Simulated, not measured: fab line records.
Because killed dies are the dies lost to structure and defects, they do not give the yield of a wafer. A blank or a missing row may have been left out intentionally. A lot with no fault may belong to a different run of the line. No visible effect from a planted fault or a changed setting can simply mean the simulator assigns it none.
Which tool was responsible? / flow n5-finfet / 25 wafers from 9 lots sampled at 5 of the route's 1938 steps

## WHAT EACH GAUGE READ, for each wafer
N5_BEOL_M4_RC_MEAS_101. Usual: DIBL_N 35.8 mV/V, standard deviation 1.8; DIBL_P 35.9 mV/V, standard deviation 2.2; IOFF_N 0.16 nA/um, standard deviation 0.035; IOFF_P 0.21 nA/um, standard deviation 0.04; ION_N 672 uA/um, standard deviation 11; ION_P 461 uA/um, standard deviation 7.4; SS_N 71.4 mV/dec, standard deviation 0.64; SS_P 73.2 mV/dec, standard deviation 0.67; VT_N 250 mV, standard deviation 3.5; VT_P -251 mV, standard deviation 3.4.
lot=L175; measured=day 7 19:40; on=prober-02; DIBL_N (mV/V)=35.0 35.8 35.0; DIBL_P (mV/V)=34.4 36.3 35.2; IOFF_N (nA/um)=0.15 0.17 0.15; IOFF_P (nA/um)=0.16 0.19 0.17; ION_N (uA/um)=664 691 671; ION_P (uA/um)=450 467 459; SS_N (mV/dec)=71.5 72.1 72.0; SS_P (mV/dec)=73.0 73.8 72.7; VT_N (mV)=250 248 248; VT_P (mV)=-254 -252 -252; flag=
lot=L176; measured=day 8 15:25; on=prober-01; DIBL_N (mV/V)=34.9 32.9 34.9; DIBL_P (mV/V)=36.2 34.3 36.9; IOFF_N (nA/um)=0.17 0.14 0.17; IOFF_P (nA/um)=0.23 0.20 0.25; ION_N (uA/um)=675 669 677; ION_P (uA/um)=468 463 476; SS_N (mV/dec)=71.4 71.4 71.0; SS_P (mV/dec)=74.0 72.7 72.8; VT_N (mV)=247 250 245; VT_P (mV)=-246 -250 -246; flag=
lot=L184; measured=day 10 02:31; on=prober-01; DIBL_N (mV/V)=37.6 34.9 38.6; DIBL_P (mV/V)=38.2 34.9 38.6; IOFF_N (nA/um)=0.20 0.14 0.20; IOFF_P (nA/um)=0.24 0.19 0.25; ION_N (uA/um)=682 667 682; ION_P (uA/um)=460 458 465; SS_N (mV/dec)=72.5 71.6 72.4; SS_P (mV/dec)=74.0 72.9 73.3; VT_N (mV)=248 252 247; VT_P (mV)=-248 -252 -247; flag=
lot=L188; measured=day 11 16:42; on=prober-02; DIBL_N (mV/V)=37.3 37.5; DIBL_P (mV/V)=37.3 38.5; IOFF_N (nA/um)=0.16 0.18; IOFF_P (nA/um)=0.22 0.25; ION_N (uA/um)=684 682; ION_P (uA/um)=467 465; SS_N (mV/dec)=71.4 71.2; SS_P (mV/dec)=72.6 73.1; VT_N (mV)=250 246; VT_P (mV)=-250 -249; flag=
lot=L191; measured=day 12 01:48; on=prober-02; DIBL_N (mV/V)=31.7 33.8; DIBL_P (mV/V)=31.2 34.5; IOFF_N (nA/um)=0.09 0.12; IOFF_P (nA/um)=0.13 0.18; ION_N (uA/um)=654 667; ION_P (uA/um)=456 469; SS_N (mV/dec)=70.2 70.6; SS_P (mV/dec)=71.9 72.2; VT_N (mV)=258 251; VT_P (mV)=-256 -251; flag=
lot=L194; measured=day 12 20:54; on=prober-01; DIBL_N (mV/V)=37.0 37.4 36.3; DIBL_P (mV/V)=36.5 37.5 36.1; IOFF_N (nA/um)=0.16 0.17 0.17; IOFF_P (nA/um)=0.22 0.26 0.22; ION_N (uA/um)=673 670 671; ION_P (uA/um)=455 462 463; SS_N (mV/dec)=71.6 71.8 71.5; SS_P (mV/dec)=73.1 74.1 73.4; VT_N (mV)=251 248 250; VT_P (mV)=-249 -245 -247; flag=
lot=L196; measured=day 12 23:56; on=prober-01; DIBL_N (mV/V)=37.1 36.5 33.7; DIBL_P (mV/V)=37.8 36.8 32.5; IOFF_N (nA/um)=0.17 0.15 0.11; IOFF_P (nA/um)=0.21 0.20 0.15; ION_N (uA/um)=679 674 660; ION_P (uA/um)=458 468 454; SS_N (mV/dec)=72.1 71.4 70.9; SS_P (mV/dec)=74.1 73.9 72.8; VT_N (mV)=246 251 255; VT_P (mV)=-251 -255 -255; flag=
lot=L197; measured=day 13 21:09; on=prober-02; DIBL_N (mV/V)=35.9 35.5 35.3; DIBL_P (mV/V)=34.6 34.3 33.3; IOFF_N (nA/um)=0.14 0.14 0.12; IOFF_P (nA/um)=0.20 0.20 0.19; ION_N (uA/um)=676 683 669; ION_P (uA/um)=467 466 464; SS_N (mV/dec)=70.8 71.0 70.5; SS_P (mV/dec)=73.0 72.3 72.7; VT_N (mV)=249 249 254; VT_P (mV)=-252 -251 -252; flag=
lot=L198; measured=day 13 23:44; on=prober-02; DIBL_N (mV/V)=34.4 35.2 32.4; DIBL_P (mV/V)=33.0 34.1 30.8; IOFF_N (nA/um)=0.11 0.12 0.09; IOFF_P (nA/um)=0.17 0.18 0.14; ION_N (uA/um)=659 658 653; ION_P (uA/um)=459 459 453; SS_N (mV/dec)=70.6 71.7 70.3; SS_P (mV/dec)=72.5 72.9 71.6; VT_N (mV)=255 255 257; VT_P (mV)=-251 -253 -255; flag=

## WHICH TOOL RAN EACH LOT (tool, then ch and the chambers of the sampled wafers, then the start)
lot=L175; N5_MOL_CONTACT_COAG_ETCH_105=rie-diel-02 ch 0,1,3, day 4 16:52; N5_MOL_CONTACT_COAG_CONTACT_ETCH_14=rie-diel-02 ch 0,1,3, day 4 16:59; N5_MOL_CONTACT_COAG_ETCH_110=rie-diel-02 ch 0,1,3, day 4 17:05; N5_MOL_CONTACT_COAG_TI_SIL_19=pvd-sputter-01, day 4 17:41
lot=L176; N5_MOL_CONTACT_COAG_ETCH_105=rie-diel-05 ch 0,1,2, day 5 05:29; N5_MOL_CONTACT_COAG_CONTACT_ETCH_14=rie-diel-05 ch 0,1,2, day 5 05:37; N5_MOL_CONTACT_COAG_ETCH_110=rie-diel-05 ch 0,1,2, day 5 05:43; N5_MOL_CONTACT_COAG_TI_SIL_19=pvd-sputter-02, day 5 06:20
lot=L184; N5_MOL_CONTACT_COAG_ETCH_105=rie-diel-05 ch 1,2,3, day 6 23:37; N5_MOL_CONTACT_COAG_CONTACT_ETCH_14=rie-diel-05 ch 1,2,3, day 6 23:45; N5_MOL_CONTACT_COAG_ETCH_110=rie-diel-05 ch 1,2,3, day 6 23:51; N5_MOL_CONTACT_COAG_TI_SIL_19=pvd-sputter-03, day 7 00:34
lot=L188; N5_MOL_CONTACT_COAG_ETCH_105=rie-diel-05 ch 3, day 8 04:47; N5_MOL_CONTACT_COAG_CONTACT_ETCH_14=rie-diel-05 ch 3, day 8 04:55; N5_MOL_CONTACT_COAG_ETCH_110=rie-diel-05 ch 3, day 8 05:01; N5_MOL_CONTACT_COAG_TI_SIL_19=pvd-sputter-01, day 8 07:40
lot=L191; N5_MOL_CONTACT_COAG_ETCH_105=rie-diel-05 ch 0,2, day 8 15:44; N5_MOL_CONTACT_COAG_CONTACT_ETCH_14=rie-diel-05 ch 0,2, day 8 15:52; N5_MOL_CONTACT_COAG_ETCH_110=rie-diel-05 ch 0,2, day 8 15:57; N5_MOL_CONTACT_COAG_TI_SIL_19=pvd-sputter-03, day 8 22:13
lot=L194; N5_MOL_CONTACT_COAG_ETCH_105=rie-diel-02 ch 0,2,3, day 9 09:56; N5_MOL_CONTACT_COAG_CONTACT_ETCH_14=rie-diel-02 ch 0,2,3, day 9 10:04; N5_MOL_CONTACT_COAG_ETCH_110=rie-diel-02 ch 0,2,3, day 9 10:10; N5_MOL_CONTACT_COAG_TI_SIL_19=pvd-sputter-01, day 9 14:25
lot=L196; N5_MOL_CONTACT_COAG_ETCH_105=rie-diel-04 ch 0,1,3, day 9 22:41; N5_MOL_CONTACT_COAG_CONTACT_ETCH_14=rie-diel-04 ch 0,1,3, day 9 22:49; N5_MOL_CONTACT_COAG_ETCH_110=rie-diel-04 ch 0,1,3, day 9 22:54; N5_MOL_CONTACT_COAG_TI_SIL_19=pvd-sputter-01, day 10 00:27
lot=L197; N5_MOL_CONTACT_COAG_ETCH_105=rie-diel-04 ch 0,1,2, day 10 06:15; N5_MOL_CONTACT_COAG_CONTACT_ETCH_14=rie-diel-04 ch 0,1,2, day 10 06:23; N5_MOL_CONTACT_COAG_ETCH_110=rie-diel-04 ch 0,1,2, day 10 06:29; N5_MOL_CONTACT_COAG_TI_SIL_19=pvd-sputter-02, day 10 07:20
lot=L198; N5_MOL_CONTACT_COAG_ETCH_105=rie-diel-02 ch 1,2, day 10 11:10; N5_MOL_CONTACT_COAG_CONTACT_ETCH_14=rie-diel-02 ch 1,2, day 10 11:18; N5_MOL_CONTACT_COAG_ETCH_110=rie-diel-02 ch 1,2, day 10 11:24; N5_MOL_CONTACT_COAG_TI_SIL_19=pvd-sputter-01, day 10 12:26
- N5_MOL_CONTACT_COAG_ETCH_105: etches SiARC in CF4, target depth 15.6 nm, time 26 s.
- N5_MOL_CONTACT_COAG_CONTACT_ETCH_14: etches SiO2 in C4F6/O2, target depth 27.5 nm, overetch 8.5 nm, time 20 s.
- N5_MOL_CONTACT_COAG_ETCH_110: etches Si in CF4/O2, target depth 2.5 nm, time 8 s.
- N5_MOL_CONTACT_COAG_TI_SIL_19: material Ti, target thk 4.2 nm, time 15 s.

## WHAT THE TOOLS THEMSELVES READ (means of the sampled wafers that have a number; where no wafer has one, the mark that the record gives instead)
N5_MOL_CONTACT_COAG_ETCH_105. Usual: chamber-pressure-mTorr 40.00 mTorr, standard deviation 0.033; drypump-motor-current-A 5.6 A, standard deviation 0.39; etch-rf-on-time-s 26.1 s, standard deviation 0.51; oes-product-au 0.68 a.u., standard deviation 0.075; rf-fwd-power-W 532.3 W, standard deviation 2.2; rf-vpp-V 184.6 V, standard deviation 1.1; showerhead-plenum-p-Torr 2.17 Torr, standard deviation 0.066; throttle-valve-pct 15.50 %, standard deviation 0.21.
lot=L175; tool=rie-diel-02; chamber-pressure-mTorr (mTorr)=40.02; drypump-motor-current-A (A)=5.4; etch-rf-on-time-s (s)=26.2; oes-product-au (a.u.)=0.70; rf-fwd-power-W (W)=532.5; rf-vpp-V (V)=183.6; showerhead-plenum-p-Torr (Torr)=2.16; throttle-valve-pct (%)=15.64; flag=
lot=L176; tool=rie-diel-05; chamber-pressure-mTorr (mTorr)=40.00; drypump-motor-current-A (A)=5.6; etch-rf-on-time-s (s)=26.2; oes-product-au (a.u.)=0.66; rf-fwd-power-W (W)=531.0; rf-vpp-V (V)=185.5; showerhead-plenum-p-Torr (Torr)=2.20; throttle-valve-pct (%)=15.52; flag=
lot=L184; tool=rie-diel-05; chamber-pressure-mTorr (mTorr)=40.02; drypump-motor-current-A (A)=5.6; etch-rf-on-time-s (s)=26.2; oes-product-au (a.u.)=0.60; rf-fwd-power-W (W)=533.7; rf-vpp-V (V)=184.9; showerhead-plenum-p-Torr (Torr)=2.15; throttle-valve-pct (%)=15.59; flag=
lot=L188; tool=rie-diel-05; chamber-pressure-mTorr (mTorr)=39.99; drypump-motor-current-A (A)=5.7; etch-rf-on-time-s (s)=32.2; oes-product-au (a.u.)=0.55; rf-fwd-power-W (W)=537.0; rf-vpp-V (V)=184.8; showerhead-plenum-p-Torr (Torr)=2.13; throttle-valve-pct (%)=15.57; flag=OFF
lot=L191; tool=rie-diel-05; chamber-pressure-mTorr (mTorr)=39.95; drypump-motor-current-A (A)=5.7; etch-rf-on-time-s (s)=31.7; oes-product-au (a.u.)=0.62; rf-fwd-power-W (W)=536.0; rf-vpp-V (V)=184.2; showerhead-plenum-p-Torr (Torr)=2.23; throttle-valve-pct (%)=15.41; flag=OFF
lot=L194; tool=rie-diel-02; chamber-pressure-mTorr (mTorr)=39.99; drypump-motor-current-A (A)=5.8; etch-rf-on-time-s (s)=26.2; oes-product-au (a.u.)=0.68; rf-fwd-power-W (W)=530.2; rf-vpp-V (V)=184.1; showerhead-plenum-p-Torr (Torr)=2.11; throttle-valve-pct (%)=15.53; flag=
lot=L196; tool=rie-diel-04; chamber-pressure-mTorr (mTorr)=40.01; drypump-motor-current-A (A)=5.4; etch-rf-on-time-s (s)=25.6; oes-product-au (a.u.)=0.72; rf-fwd-power-W (W)=533.2; rf-vpp-V (V)=185.4; showerhead-plenum-p-Torr (Torr)=2.16; throttle-valve-pct (%)=15.28; flag=
lot=L197; tool=rie-diel-04; chamber-pressure-mTorr (mTorr)=39.96; drypump-motor-current-A (A)=5.7; etch-rf-on-time-s (s)=26.1; oes-product-au (a.u.)=0.67; rf-fwd-power-W (W)=532.0; rf-vpp-V (V)=184.8; showerhead-plenum-p-Torr (Torr)=2.15; throttle-valve-pct (%)=15.45; flag=
lot=L198; tool=rie-diel-02; chamber-pressure-mTorr (mTorr)=40.04; drypump-motor-current-A (A)=6.2; etch-rf-on-time-s (s)=26.8; oes-product-au (a.u.)=0.67; rf-fwd-power-W (W)=533.4; rf-vpp-V (V)=183.9; showerhead-plenum-p-Torr (Torr)=2.10; throttle-valve-pct (%)=15.54; flag=

N5_MOL_CONTACT_COAG_CONTACT_ETCH_14. Usual: chamber-pressure-mTorr 29.998 mTorr, standard deviation 0.026; drypump-motor-current-A 5.6 A, standard deviation 0.39; oes_o_777_au 0.80 a.u., standard deviation 0.089; oes-product-au 0.68 a.u., standard deviation 0.072; rf-fwd-power-W 363.7 W, standard deviation 2.1; rf-vpp-V 694 V, standard deviation 3.2; showerhead-plenum-p-Torr 2.91 Torr, standard deviation 0.089; throttle-valve-pct 21.14 %, standard deviation 0.22.
lot=L175; tool=rie-diel-02; chamber-pressure-mTorr (mTorr)=30.012; drypump-motor-current-A (A)=5.4; oes_o_777_au (a.u.)=0.81; oes-product-au (a.u.)=0.70; rf-fwd-power-W (W)=364.9; rf-vpp-V (V)=693; showerhead-plenum-p-Torr (Torr)=2.91; throttle-valve-pct (%)=21.32; flag=
lot=L176; tool=rie-diel-05; chamber-pressure-mTorr (mTorr)=29.979; drypump-motor-current-A (A)=5.6; oes_o_777_au (a.u.)=0.78; oes-product-au (a.u.)=0.67; rf-fwd-power-W (W)=364.1; rf-vpp-V (V)=696; showerhead-plenum-p-Torr (Torr)=2.95; throttle-valve-pct (%)=21.07; flag=
lot=L184; tool=rie-diel-05; chamber-pressure-mTorr (mTorr)=29.998; drypump-motor-current-A (A)=5.6; oes_o_777_au (a.u.)=0.71; oes-product-au (a.u.)=0.60; rf-fwd-power-W (W)=365.1; rf-vpp-V (V)=693; showerhead-plenum-p-Torr (Torr)=2.89; throttle-valve-pct (%)=21.15; flag=
lot=L188; tool=rie-diel-05; chamber-pressure-mTorr (mTorr)=29.977; drypump-motor-current-A (A)=5.7; oes_o_777_au (a.u.)=0.71; oes-product-au (a.u.)=0.60; rf-fwd-power-W (W)=365.4; rf-vpp-V (V)=692; showerhead-plenum-p-Torr (Torr)=2.86; throttle-valve-pct (%)=21.14; flag=
lot=L191; tool=rie-diel-05; chamber-pressure-mTorr (mTorr)=30.011; drypump-motor-current-A (A)=5.7; oes_o_777_au (a.u.)=0.78; oes-product-au (a.u.)=0.67; rf-fwd-power-W (W)=365.1; rf-vpp-V (V)=696; showerhead-plenum-p-Torr (Torr)=2.99; throttle-valve-pct (%)=20.91; flag=
lot=L194; tool=rie-diel-02; chamber-pressure-mTorr (mTorr)=30.017; drypump-motor-current-A (A)=5.8; oes_o_777_au (a.u.)=0.81; oes-product-au (a.u.)=0.69; rf-fwd-power-W (W)=362.7; rf-vpp-V (V)=690; showerhead-plenum-p-Torr (Torr)=2.83; throttle-valve-pct (%)=21.20; flag=
lot=L196; tool=rie-diel-04; chamber-pressure-mTorr (mTorr)=29.987; drypump-motor-current-A (A)=5.4; oes_o_777_au (a.u.)=0.85; oes-product-au (a.u.)=0.72; rf-fwd-power-W (W)=364.3; rf-vpp-V (V)=694; showerhead-plenum-p-Torr (Torr)=2.91; throttle-valve-pct (%)=21.00; flag=
lot=L197; tool=rie-diel-04; chamber-pressure-mTorr (mTorr)=29.992; drypump-motor-current-A (A)=5.7; oes_o_777_au (a.u.)=0.80; oes-product-au (a.u.)=0.67; rf-fwd-power-W (W)=361.5; rf-vpp-V (V)=693; showerhead-plenum-p-Torr (Torr)=2.89; throttle-valve-pct (%)=21.13; flag=
lot=L198; tool=rie-diel-02; chamber-pressure-mTorr (mTorr)=30.000; drypump-motor-current-A (A)=6.2; oes_o_777_au (a.u.)=0.77; oes-product-au (a.u.)=0.67; rf-fwd-power-W (W)=363.2; rf-vpp-V (V)=691; showerhead-plenum-p-Torr (Torr)=2.81; throttle-valve-pct (%)=21.22; flag=

N5_MOL_CONTACT_COAG_ETCH_110. Usual: chamber-pressure-mTorr 99.98 mTorr, standard deviation 0.084; drypump-motor-current-A 5.6 A, standard deviation 0.39; oes_o_777_au 0.79 a.u., standard deviation 0.091; oes-product-au 0.79 a.u., standard deviation 0.088; rf-fwd-power-W 198.2 W, standard deviation 0.87; rf-vpp-V 127.4 V, standard deviation 2.8; showerhead-plenum-p-Torr 2.25 Torr, standard deviation 0.068; throttle-valve-pct 10.66 %, standard deviation 0.24.
lot=L175; tool=rie-diel-02; chamber-pressure-mTorr (mTorr)=99.97; drypump-motor-current-A (A)=5.4; oes_o_777_au (a.u.)=0.81; oes-product-au (a.u.)=0.81; rf-fwd-power-W (W)=198.3; rf-vpp-V (V)=127.6; showerhead-plenum-p-Torr (Torr)=2.25; throttle-valve-pct (%)=10.75; flag=
lot=L176; tool=rie-diel-05; chamber-pressure-mTorr (mTorr)=99.99; drypump-motor-current-A (A)=5.6; oes_o_777_au (a.u.)=0.77; oes-product-au (a.u.)=0.78; rf-fwd-power-W (W)=198.4; rf-vpp-V (V)=127.2; showerhead-plenum-p-Torr (Torr)=2.29; throttle-valve-pct (%)=10.70; flag=
lot=L184; tool=rie-diel-05; chamber-pressure-mTorr (mTorr)=100.05; drypump-motor-current-A (A)=5.6; oes_o_777_au (a.u.)=0.70; oes-product-au (a.u.)=0.70; rf-fwd-power-W (W)=198.9; rf-vpp-V (V)=127.9; showerhead-plenum-p-Torr (Torr)=2.24; throttle-valve-pct (%)=10.83; flag=
lot=L188; tool=rie-diel-05; chamber-pressure-mTorr (mTorr)=99.98; drypump-motor-current-A (A)=5.7; oes_o_777_au (a.u.)=0.70; oes-product-au (a.u.)=0.70; rf-fwd-power-W (W)=199.5; rf-vpp-V (V)=132.2; showerhead-plenum-p-Torr (Torr)=2.21; throttle-valve-pct (%)=10.80; flag=
lot=L191; tool=rie-diel-05; chamber-pressure-mTorr (mTorr)=99.99; drypump-motor-current-A (A)=5.7; oes_o_777_au (a.u.)=0.77; oes-product-au (a.u.)=0.78; rf-fwd-power-W (W)=198.7; rf-vpp-V (V)=126.2; showerhead-plenum-p-Torr (Torr)=2.31; throttle-valve-pct (%)=10.59; flag=
lot=L194; tool=rie-diel-02; chamber-pressure-mTorr (mTorr)=99.97; drypump-motor-current-A (A)=5.8; oes_o_777_au (a.u.)=0.80; oes-product-au (a.u.)=0.80; rf-fwd-power-W (W)=197.8; rf-vpp-V (V)=126.6; showerhead-plenum-p-Torr (Torr)=2.19; throttle-valve-pct (%)=10.66; flag=
lot=L196; tool=rie-diel-04; chamber-pressure-mTorr (mTorr)=100.01; drypump-motor-current-A (A)=5.4; oes_o_777_au (a.u.)=0.86; oes-product-au (a.u.)=0.85; rf-fwd-power-W (W)=197.9; rf-vpp-V (V)=127.2; showerhead-plenum-p-Torr (Torr)=2.24; throttle-valve-pct (%)=10.43; flag=
lot=L197; tool=rie-diel-04; chamber-pressure-mTorr (mTorr)=99.98; drypump-motor-current-A (A)=5.7; oes_o_777_au (a.u.)=0.80; oes-product-au (a.u.)=0.79; rf-fwd-power-W (W)=198.0; rf-vpp-V (V)=125.4; showerhead-plenum-p-Torr (Torr)=2.23; throttle-valve-pct (%)=10.65; flag=
lot=L198; tool=rie-diel-02; chamber-pressure-mTorr (mTorr)=99.85; drypump-motor-current-A (A)=6.2; oes_o_777_au (a.u.)=0.78; oes-product-au (a.u.)=0.79; rf-fwd-power-W (W)=198.0; rf-vpp-V (V)=129.7; showerhead-plenum-p-Torr (Torr)=2.18; throttle-valve-pct (%)=10.68; flag=

N5_MOL_CONTACT_COAG_TI_SIL_19. Usual: 29.4 % for throttle-valve-pct, sd 1.1.
lot=L175; tool=pvd-sputter-01; throttle-valve-pct (%)=28.7; flag=
lot=L176; tool=pvd-sputter-02; throttle-valve-pct (%)=30.2; flag=
lot=L184; tool=pvd-sputter-03; throttle-valve-pct (%)=29.2; flag=
lot=L188; tool=pvd-sputter-01; throttle-valve-pct (%)=28.4; flag=
lot=L191; tool=pvd-sputter-03; throttle-valve-pct (%)=29.5; flag=
lot=L194; tool=pvd-sputter-01; throttle-valve-pct (%)=28.1; flag=
lot=L196; tool=pvd-sputter-01; throttle-valve-pct (%)=28.4; flag=
lot=L197; tool=pvd-sputter-02; throttle-valve-pct (%)=30.7; flag=
lot=L198; tool=pvd-sputter-01; throttle-valve-pct (%)=28.2; flag=

## THE ANSWER, worked out from the rows above alone
Rule: a lot counts as off when the mean over its wafers that have a number is more than 3 standard deviations away from the usual mean. A lot without any number at a reading at which 4 lots or more have one is off too. All remaining lots with rows at the step are treated as sound. First the gauges in route order, then the tools' own readings, where a lot's mean is used as printed above. The first step at which some lot is off is used, and at that step the reading that is off furthest; a lot without a number counts as furthest.
Off: L188, L191 (N5_MOL_CONTACT_COAG_ETCH_105, etch-rf-on-time-s).
A tool fits if, at that step or a process step before it, it ran every lot that is off, and no sound lot after the first of them. One candidate fits, namely rie-diel-05 at N5_MOL_CONTACT_COAG_ETCH_105. Its last sound lot is L184 (day 6 23:37), its first lot that is off L188 (day 8 04:47): a fault that began between those two fits.
On the lots that are off, the tool's own readings at N5_MOL_CONTACT_COAG_ETCH_105 differ by more than 5 times the standard deviation of the sound lots' means, which bears it out; etch-rf-on-time-s reads 32.0 s there versus 26.2 s on the sound lots.

## WHAT HAD BEEN PUT IN BY THE SIMULATOR
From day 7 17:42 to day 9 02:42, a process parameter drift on rie-diel-05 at N5_MOL_CONTACT_COAG_ETCH_105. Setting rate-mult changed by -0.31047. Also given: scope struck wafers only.
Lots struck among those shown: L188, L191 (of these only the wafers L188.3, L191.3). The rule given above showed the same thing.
